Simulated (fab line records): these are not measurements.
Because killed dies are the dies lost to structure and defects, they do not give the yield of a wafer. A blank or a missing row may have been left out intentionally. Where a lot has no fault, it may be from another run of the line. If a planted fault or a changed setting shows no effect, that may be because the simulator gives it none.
fab line records    flow n5_finfet
record lots=7  wafers=19  last_day=18
route steps=1938 shown BEOL_M9@1448
lots that met no fault: taken from a fault-free run of the same line
start_h: start of the lot's first displayed wafer, in hours after the record's first day    wait_h: hours elapsed since this lot's preceding step    " unchanged from the row above    L1.1+2: one row covering several wafers at once    - no value present, or no start provided    * or withheld: withheld    < > ~ a bound
route shown NAME@n: a module of which the file shows steps, and the number in the route of the first    usual: the fault-free wafers' mean and standard deviation    same: alike in all rows    chamber/n: place in a boat    sites: each site's reading    _std_site: how widely they spread, as a standard deviation    _edge_site: inner sites' mean taken away from outer sites' mean    radius_mm: how far each site lies from the wafer's centre    mask NAME#n: copy n    behind: tool/chamber where the wafer was last shaped    hold: the reason the lot was held/the length of the hold in hours/how it ended    device: the n, p or np transistor that did not switch    end of line: the tests these same wafers got at the end of their route    a step given without rows: its recipe and nothing more    killed: dies that structure and defects cost at the first sort, which is not the same as the wafer's yield    map: dies across one wafer; x = killed, . = not, _ = none there
set.NAME: the setting that was run; set.NAME@STEP: the one run at that earlier step    model.NAME: the simulator's own value behind a step, which no gauge read
lots at some steps of the route; a table a step, a row a wafer
services: a tool's chamber out of use, with start hour (start_h, from the record's first day; less than 0 if before it), hours out, and reason
## steps
# step N5_BEOL_M9_STRIP_80
# recipe chemistry=N2/H2  time_s=10  power_w=450  temp_c=40  pressure_mtorr=20  rf_frequency_hz=6e+07  bias_power_w=7  n2_flow_sccm=200  h2_flow_sccm=200
# step N5_BEOL_M9_OCD_MEAS_38
# usual trench_depth_nm=150.5/2.3
lot.wafer  tool    chamber  start_h  wait_h  trench_depth_nm
L594.2     ocd-02  -        246.53   -       149.1
L594.5     "       -        "        "       147.3
L594.6     "       -        "        "       150.8
L597.1     ocd-02  -        274.49   -       149.6
L597.2     "       -        "        "       151.9
L597.4     "       -        "        "       151.1
L604.1     ocd-02  -        294.66   -       150.8
L604.6     "       -        "        "       149.8
L602.2     ocd-02  -        294.79   -       148.7
L602.4     "       -        "        "       152.0
L602.6     "       -        "        "       147.8
L605.1     ocd-02  -        307.08   -       154.0
L605.2     "       -        "        "       151.3
L609.1     ocd-01  -        328.50   -       144.6
L609.4     "       -        "        "       152.9
L609.6     "       -        "        "       148.3
L613.1     ocd-02  -        374.07   -       154.6
L613.4     "       -        "        "       149.9
L613.6     "       -        "        "       156.0
# step N5_BEOL_M9_HM_STRIP_39
# recipe chemistry=peroxide_tin_strip  material=TiN  target_depth_a=250  temp_c=50  time_s=158
# step N5_BEOL_M9_SRD_40
# recipe time_s=30  temp_c=23  rinse_liquid=diw  dry=ipa_marangoni
# step N5_BEOL_M9_PRECLEAN_42
# recipe chemistry=residue_remover  time_s=60  temp_c=40
# step N5_BEOL_M9_SRD_43
# recipe time_s=30  temp_c=23  rinse_liquid=diw  dry=ipa_marangoni
# step N5_BEOL_M9_CD_MEAS_35
# recipe target_cd_nm=70  target_cd_y_nm=40  polarity=opening
# usual cd_nm=70.0/0.62
lot.wafer  tool       chamber  start_h  wait_h  cd_nm
L594.2     cd_sem-01  -        246.70   0.0     69.7
L594.5     "          -        "        "       69.4
L594.6     "          -        "        "       69.5
L597.1     cd_sem-03  -        274.64   0.0     70.4
L597.2     "          -        "        "       70.5
L597.4     "          -        "        "       70.3
L604.1     cd_sem-02  -        294.81   0.0     70.5
L604.6     "          -        "        "       70.2
L602.2     cd_sem-01  -        294.95   0.0     69.6
L602.4     "          -        "        "       69.9
L602.6     "          -        "        "       69.2
L605.1     cd_sem-02  -        307.23   0.0     70.2
L605.2     "          -        "        "       71.0
L609.1     cd_sem-03  -        328.65   0.0     70.0
L609.4     "          -        "        "       70.2
L609.6     "          -        "        "       69.9
L613.1     cd_sem-01  -        374.23   0.0     69.6
L613.4     "          -        "        "       69.4
L613.6     "          -        "        "       69.2
# step N5_BEOL_M9_CURE_72
# recipe temp_c=370  time_s=120  ambient=DMADMS/He  material=SiCOH_lowk
# step N5_BEOL_M9_DEGAS_44
# recipe ambient=vacuum  temp_c=250  time_s=60
# usual heater_power_w=340/28
# same time_s=60
lot.wafer  tool            chamber  start_h  wait_h  heater_power_w
L594.2     pvd_sputter-02  -        247.06   0.2     392
L594.5     "               -        "        "       365
L594.6     "               -        "        "       309
L597.1     pvd_sputter-01  -        275.16   0.4     313
L597.2     "               -        "        "       363
L597.4     "               -        "        "       348
L604.1     pvd_sputter-02  -        295.59   0.6     376
L604.6     "               -        "        "       349
L602.2     pvd_sputter-02  -        295.77   0.3     343
L602.4     "               -        "        "       390
L602.6     "               -        "        "       357
L605.1     pvd_sputter-02  -        307.69   0.4     313
L605.2     "               -        "        "       357
L609.1     pvd_sputter-01  -        329.32   0.5     316
L609.4     "               -        "        "       358
L609.6     "               -        "        "       302
L613.1     pvd_sputter-01  -        374.60   0.3     361
L613.4     "               -        "        "       357
L613.6     "               -        "        "       360
# step N5_BEOL_M9_PRE_CLEAN_45
# recipe gas=H2/He  time_s=30  temp_c=250
# usual heater_power_w=340/28
# same time_s=30
lot.wafer  tool            chamber  start_h  wait_h  heater_power_w
L594.2     pvd_sputter-02  -        247.10   0.0     394
L594.5     "               -        "        "       353
L594.6     "               -        "        "       307
L597.1     pvd_sputter-01  -        275.20   0.0     313
L597.2     "               -        "        "       352
L597.4     "               -        "        "       359
L604.1     pvd_sputter-02  -        295.63   0.0     395
L604.6     "               -        "        "       346
L602.2     pvd_sputter-02  -        295.81   0.0     353
L602.4     "               -        "        "       394
L602.6     "               -        "        "       363
L605.1     pvd_sputter-02  -        307.73   0.0     297
L605.2     "               -        "        "       353
L609.1     pvd_sputter-01  -        329.36   0.0     321
L609.4     "               -        "        "       357
L609.6     "               -        "        "       298
L613.1     pvd_sputter-01  -        374.64   0.0     365
L613.4     "               -        "        "       356
L613.6     "               -        "        "       365
# step N5_BEOL_M9_ALD_74
# recipe material=TaN  target_thk_a=20  temp_c=275  ald_precursor_family=PDMAT  ald_co_reactant=NH3  pressure_torr=3  carrier_flow_sccm=1500  pulse_time_s=2  purge_time_s=3  co_reactant_purge_time_s=2  co_reactant_pulse_time_s=3  ald_cycles=40  precursor_vessel_temp_c=75  precursor_vessel_pressure_torr=26.25  precursor_vessel_carrier_sccm=1000
# usual heater_power_w=409/37
# same co_reactant_purge_time_s=2
lot.wafer  tool          chamber  start_h  wait_h  heater_power_w
L594.2     ald_metal-01  0        247.16   0.0     394
L594.5     "             3        "        "       414
L594.6     "             0        "        "       400
L597.1     ald_metal-03  1        275.30   0.1     463
L597.2     "             3        "        "       446
L597.4     "             0        "        "       432
L604.1     ald_metal-02  2        295.69   0.0     452
L604.6     "             3        "        "       374
L602.2     ald_metal-03  2        295.87   0.0     357
L602.4     "             0        "        "       433
L602.6     "             0        "        "       438
L605.1     ald_metal-01  1        307.82   0.1     377
L605.2     "             3        "        "       407
L609.1     ald_metal-02  1        329.43   0.1     381
L609.4     "             3        "        "       374
L609.6     "             0        "        "       400
L613.1     ald_metal-01  1        374.75   0.1     368
L613.4     "             2        "        "       383
L613.6     "             2        "        "       366
# step N5_BEOL_M9_SURFACE_TREAT_79
# recipe gas=Ar  time_s=*  ion_energy_ev=*  ion_current_ma_cm2=0.5  pressure_mtorr=*  ar_flow_sccm=30
# usual throttle_valve_pct=*
# same time_s=*
lot.wafer  tool            chamber  start_h  wait_h  throttle_valve_pct
L594.2     pvd_sputter-01  -        248.97   1.7     *
L594.5     "               -        "        "       *
L594.6     "               -        "        "       *
L597.1     pvd_sputter-02  -        275.65   0.2     *
L597.2     "               -        "        "       *
L597.4     "               -        "        "       *
L604.1     pvd_sputter-02  -        296.13   0.3     *
L604.6     "               -        "        "       *
L602.2     pvd_sputter-02  -        296.17   0.2     *
L602.4     "               -        "        "       *
L602.6     "               -        "        "       *
L605.1     pvd_sputter-02  -        308.17   0.2     *
L605.2     "               -        "        "       *
L609.1     pvd_sputter-01  -        329.74   0.2     *
L609.4     "               -        "        "       *
L609.6     "               -        "        "       *
L613.1     pvd_sputter-03  -        375.26   0.4     *
L613.4     "               -        "        "       *
L613.6     "               -        "        "       *
# step N5_BEOL_M9_CVD_78
# recipe material=Co  target_thk_a=20  temp_c=withheld  precursor=CCTBA/H2  pressure_torr=30  time_s=138.9
# usual run_length_s=161.5/0.7
lot.wafer  tool       chamber  start_h  wait_h  run_length_s
L594.2     cvd_co-01  0        249.04   0.1     161.1
L594.5     "          1        "        "       161.7
L594.6     "          2        "        "       162.7
L597.1     cvd_co-01  1        275.75   0.1     161.9
L597.2     "          0        "        "       161.4
L597.4     "          1        "        "       161.6
L604.1     cvd_co-01  1        296.19   0.0     121.3
L604.6     "          1        "        "       121.5
L602.2     cvd_co-01  0        296.29   0.1     161.1
L602.4     "          0        "        "       161.2
L602.6     "          1        "        "       121.4
L605.1     cvd_co-01  1        308.23   0.0     121.5
L605.2     "          0        "        "       161.4
L609.1     cvd_co-02  0        330.02   0.3     160.8
L609.4     "          0        "        "       160.6
L609.6     "          2        "        "       161.4
L613.1     cvd_co-01  0        375.40   0.1     161.2
L613.4     "          2        "        "       162.4
L613.6     "          0        "        "       161.3
# step N5_BEOL_M9_SPUTTER_48
# recipe material=Cu  target_thk_a=120  temp_c=-20  bias_v=60  power_w=26000  chamber_pressure_pa=0.13  time_s=2
# usual chuck_gas_flow_sccm=1.26/0.053  throttle_valve_pct=30.1/1
# same time_s=2
lot.wafer  tool            chamber  start_h  wait_h  chuck_gas_flow_sccm  throttle_valve_pct
L594.2     pvd_sputter-02  -        249.18   0.1     1.16                 28.8
L594.5     "               -        "        "       1.22                 28.8
L594.6     "               -        "        "       1.28                 28.0
L597.1     pvd_sputter-03  -        275.90   0.1     1.21                 30.1
L597.2     "               -        "        "       1.28                 30.9
L597.4     "               -        "        "       1.26                 29.6
L604.1     pvd_sputter-02  -        296.31   0.1     1.33                 28.1
L604.6     "               -        "        "       1.27                 31.0
L602.2     pvd_sputter-02  -        296.40   0.1     1.32                 31.0
L602.4     "               -        "        "       1.23                 28.1
L602.6     "               -        "        "       1.29                 28.0
L605.1     pvd_sputter-03  -        308.44   0.2     1.24                 30.7
L605.2     "               -        "        "       1.31                 29.9
L609.1     pvd_sputter-02  -        330.29   0.2     1.23                 28.6
L609.4     "               -        "        "       1.22                 30.4
L609.6     "               -        "        "       1.25                 31.1
L613.1     pvd_sputter-03  -        375.96   0.5     1.27                 30.1
L613.4     "               -        "        "       1.23                 29.6
L613.6     "               -        "        "       1.25                 29.8
## services
tool            chamber  start_h  hours  kind
ald_metal-02    3        255.11   24.7   repair
cvd_co-02       -        265.01   0.8    repair
cvd_co-01       0        277.40   5.5    repair
pvd_sputter-02  -        310.46   4.5    repair
ald_metal-03    -        320.93   14.6   pm
pvd_sputter-02  -        324.98   1.7    repair
pvd_sputter-03  -        330.58   2.5    repair
pvd_sputter-03  -        333.25   7.2    repair
cvd_co-02       1        333.33   -      clean
cvd_co-02       1        333.33   22.0   scheduled_down
cvd_co-02       1        333.33   22.0   vent_cycle
ald_metal-03    -        337.25   14.0   pm
ald_metal-03    0        337.25   14.0   vent_cycle
ald_metal-03    1        337.25   14.0   vent_cycle
ald_metal-03    2        337.25   14.0   vent_cycle
ald_metal-03    3        337.25   32.0   vent_cycle
pvd_sputter-02  -        343.85   3.3    repair
ald_metal-03    0        351.25   -      clean
ald_metal-03    1        351.25   -      clean
ald_metal-03    2        351.25   -      clean
cvd_co-01       1        365.86   10.9   repair
## key
first_sign step=N5_BEOL_M9_CVD_78  reading=run_length_s  direction=down  sigmas=57  usual=*  struck=*
effect none on later readings
met_at N5_BEOL_M9_CVD_78
struck_wafers L602.6,L604.1,L604.6,L605.1
onset_between 275.75 296.19
fault kind=process_parameter_drift  tool=cvd_co-01  chamber=-  onset_h=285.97  steps=N5_BEOL_M9_CVD_78  channel=time_s  offset=*  shape=step  end_h=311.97  scope=struck_wafers_only  acts_in=*  stated=*
